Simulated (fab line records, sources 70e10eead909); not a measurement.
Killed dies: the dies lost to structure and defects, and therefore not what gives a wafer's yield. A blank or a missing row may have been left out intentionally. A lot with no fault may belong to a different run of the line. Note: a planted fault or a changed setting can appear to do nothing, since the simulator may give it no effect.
Matching of chambers	flow nand harc	rie diel-01 running NHARC_A_STAIRCASE_TRIM_196: 4 sister chambers
The step chemistry O2, time 211.2 s. 4 wafers are shown with their chamber, then 8 later ones without.

WAFERS WITH THEIR CHAMBER
wafer	chamber	showerhead plenum p Torr (Torr)
L084.3	3	3.53
L083.4	1	3.43
L083.6	0	3.52
L085.2	2	3.41

WAFERS WHOSE CHAMBER IS MISSING
wafer	showerhead plenum p Torr (Torr)
L085.5	3.41
L085.6	3.53
L097.2	3.51
L097.3	3.39
L097.5	3.51
L097.1	3.41
L097.4	3.50
L097.6	3.50

WHICH CHAMBER EACH WENT THROUGH
wafer	from the rows above	in truth
L085.5	can't be placed: 2 or 1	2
L085.6	can't be placed: 3 or 0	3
L097.2	can't be placed: 0 or 3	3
L097.3	can't be placed: 2 or 1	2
L097.5	can't be placed: 0 or 3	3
L097.1	can't be placed: 2 or 1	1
L097.4	can't be placed: 0 or 3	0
L097.6	can't be placed: 0 or 3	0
Placed correctly: 0 of 8. Unplaceable from these rows: 8, with the true chamber sitting among the candidates in 8. 0 placed wrongly.
How it was worked out, from the rows above alone: a wafer's distance from a chamber is the root of the sum, over the readings, of the square of ((its reading less the chamber's mean) divided by the reading's scatter). If the next closest chamber is less than 2 further off than the closest, the wafer can't be placed; otherwise it belongs to the closest. A chamber's mean is the mean of its shown wafers. The scatter: root of mean squared gap, hidden wafer to nearest shown wafer, with one shown wafer a chamber.
